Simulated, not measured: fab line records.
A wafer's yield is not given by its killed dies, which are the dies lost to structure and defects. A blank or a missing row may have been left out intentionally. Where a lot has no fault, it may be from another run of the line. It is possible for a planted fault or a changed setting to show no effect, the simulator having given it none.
A struck lot beside a sound one :: flow nandHarc :: 15 out of 1159 route steps
Sound: wafers L754.1, L754.2, L754.5. Struck: wafer L769.4. (L769.5 of the same lot was not struck and is left out.) The cause comes at the end.
At each step with rows: each side's tool, then ch and its chambers, then its first start. Under that, the readings that differ: sound wafers :: struck wafers :: difference of the means :: sigmas: that difference in standard deviations of wafers without a fault.
alike: readings whose means differ by less than 2 such deviations, and words and numbers that are the same on both sides. not compared: withheld readings, readings that some wafer has no value for, bounds like >300 that may hide the same value, and numbers for which the record gives no deviation and whose values overlap.
Wherever a step has rows on one side only, a row that says differs or no value, or a row with sigmas, the two part there. Numbers that don't overlap but have no deviation are shown without sigmas and don't part them. A reading missing from all wafers of one side parts the sides only when that side holds two or more wafers.

first, 5 steps without rows for these wafers: NHARC_A_CHANNEL_HOLE_D1_SOFTBAKE_05 (time 55 s); NHARC_A_CHANNEL_HOLE_D1_EBR_06; NHARC_A_CHANNEL_HOLE_D1_EXPOSE_07 (exposes mask HOLE D1, target cd 100 nm); NHARC_A_CHANNEL_HOLE_D1_PEB_08 (peb time 65 s); NHARC_A_CHANNEL_HOLE_D1_DEVELOP_09 (develop time 35 s).
NHARC_A_CHANNEL_HOLE_D1_CD_MEAS_10: target cd 100 nm.
  sound on cdSem-01 ch 0, day 8 19:28; struck on cdSem-02 ch 0, day 12 10:49
  alike: cdNm
NHARC_A_CHANNEL_HOLE_D1_OVL_MEAS_11:
  sound on overlay-01 at day 8 19:34; struck on overlay-02 at day 12 10:54
  alike: overlayXNm, overlayYNm
NHARC_A_CHANNEL_HOLE_D1_INSPECT_12:
  sound on defectInspect-02 at day 8 19:35; struck on defectInspect-01 at day 12 10:56
  alike: rawDefectCount
NHARC_A_CHANNEL_HOLE_D1_DESCUM_15: chemistry O2, time 3 s.
  sound on rieDiel-11 ch 1,2, day 8 19:40; struck on rieDiel-10 ch 2, day 12 11:01
  alike: drypumpMotorCurrentA, oesProductAu, rfVppV, showerheadPlenumPTorr, throttleValvePct
  not compared: rfHoursCounterH
NHARC_A_CHANNEL_HOLE_D1_ETCH_38: etches the open film in CF4, target depth 39 nm, time 65 s.
  sound on rieDiel-11 ch 2,3, day 8 19:46; struck on rieDiel-10 ch 2, day 12 11:06
reading: rfVppV (V)
sound: 151.8 152.3 151.6
struck: 149.2
difference: -2.7
sigmas: -2

reading: showerheadPlenumPTorr (Torr)
sound: 1.83 1.86 1.86
struck: 1.70
difference: -0.15
sigmas: -2
  alike: drypumpMotorCurrentA, oesProductAu, rfFwdPowerW, runLengthS, throttleValvePct
  not compared: rfHoursCounterH
NHARC_A_CHANNEL_HOLE_D1_ETCH_39: etches the open film in N2/H2, target depth 260 nm, time 325 s.
  sound on rieDiel-11 ch 1,2; struck on rieDiel-10 ch 3
reading: rfVppV (V)
sound: 433.8 429.8 433.3
struck: 427.1
difference: -5.2
sigmas: -2

reading: showerheadPlenumPTorr (Torr)
sound: 2.16 1.96 2.16
struck: 1.90
difference: -0.19
sigmas: -2
  alike: drypumpMotorCurrentA, oesProductAu, rfFwdPowerW, runLengthS, throttleValvePct
  not compared: rfHoursCounterH
NHARC_A_CHANNEL_HOLE_D1_ETCH_34: etches the open film in CF4/CHF3, target depth 154 nm, time 77 s.
  sound on rieDiel-11 ch 2,3; struck on rieDiel-10 ch 2
reading: oesProductAu (a.u.)
sound: 0.920 0.928 0.905
struck: 0.987
difference: +0.069
sigmas: +3

reading: showerheadPlenumPTorr (Torr)
sound: 1.63 1.66 1.63
struck: 1.51
difference: -0.13
sigmas: -2
  alike: drypumpMotorCurrentA, rfFwdPowerW, rfVppV, runLengthS, throttleValvePct
  not compared: rfHoursCounterH
NHARC_A_CHANNEL_HOLE_D1_ETCH_16: etches the open film in O2/COS, target depth 3100 nm, time 806 s.
  sound on rieDiel-11 ch 1,2,3, day 8 20:21; struck on rieDiel-10 ch 3, day 12 11:35
reading: rfVppV (V)
sound: 315.3 312.0 316.9
struck: 309.2
difference: -5.5
sigmas: -3

reading: runLengthS (s)
sound: 827.4 827.5 827.4
struck: 642.1
difference: -185.3
sigmas: -99 or more
  alike: drypumpMotorCurrentA, oesProductAu, showerheadPlenumPTorr, throttleValvePct
  not compared: rfFwdPowerW, rfHoursCounterH
NHARC_A_CHANNEL_HOLE_D1_CD_MEAS_18:
  sound on cdSem-02 at day 8 20:58; struck on cdSem-01 at day 12 12:06
reading: cdNm (nm)
sound: 100.6 101.6 99.9
struck: 95.7
difference: -5.0
sigmas: -4
after that, 1 step had no rows for these wafers: NHARC_END_SORT_01.

## WHERE THEY PART
At NHARC_A_CHANNEL_HOLE_D1_ETCH_38 first; at NHARC_A_CHANNEL_HOLE_D1_CD_MEAS_18 last (within this record only).

WHY: whatever the simulator had introduced
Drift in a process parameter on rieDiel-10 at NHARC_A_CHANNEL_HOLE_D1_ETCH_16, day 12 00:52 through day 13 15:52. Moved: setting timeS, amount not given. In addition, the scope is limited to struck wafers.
